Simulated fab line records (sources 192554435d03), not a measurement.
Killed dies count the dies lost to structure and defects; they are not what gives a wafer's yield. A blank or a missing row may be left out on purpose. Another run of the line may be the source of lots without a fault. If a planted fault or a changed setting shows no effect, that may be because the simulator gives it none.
Chamber matching    flow n5-finfet    3 sister chambers for N5_BEOL_M2_DEP_57 on pecvd-03
The step deposits SiCN from 3MS/NH3, target thk 8 nm, time 14 s. 3 wafers are shown with their chamber, then 10 later ones without.

== WAFERS, EACH WITH ITS CHAMBER ==
wafer   chamber  showerhead-plenum-p-Torr (Torr)
L080.1  1        3.665
L091.1  2        3.672
L091.2  0        3.696

== WAFERS WITHOUT THEIR CHAMBER ==
wafer   showerhead-plenum-p-Torr (Torr)
L091.3  3.670
L091.4  3.702
L091.5  3.673
L091.6  3.675
L093.3  3.677
L093.5  3.702
L093.6  3.671
L095.2  3.653
L095.5  3.681
L095.6  3.659

== EACH ONE'S CHAMBER ==
wafer   from the rows above           in truth
L091.3  can't be placed: 2 or 1       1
L091.4  0                             0
L091.5  can't be placed: 2 or 1       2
L091.6  can't be placed: 2 or 1       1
L093.3  can't be placed: 2 or 1       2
L093.5  0                             0
L093.6  can't be placed: 2 or 1       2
L095.2  can't be placed: 1 or 2       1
L095.5  can't be placed: 2 or 0 or 1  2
L095.6  can't be placed: 1 or 2       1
2 of 10 placed correctly. Can't be placed from these rows: 8 (the true chamber is among the candidates in 8). Wrongly placed: 0.
How it was worked out, from the rows above alone: a wafer's distance from a chamber is the root of the sum, over the readings, of the square of ((its reading less the chamber's mean) divided by the reading's scatter). The wafer belongs to the nearest chamber; if the next one is less than 2 further off, it can't be placed. For every chamber, the mean is computed from those of its wafers that are shown. The scatter (one wafer shown for each chamber): square how far every hidden wafer sits from the nearest shown wafer, average those squares and take the square root.
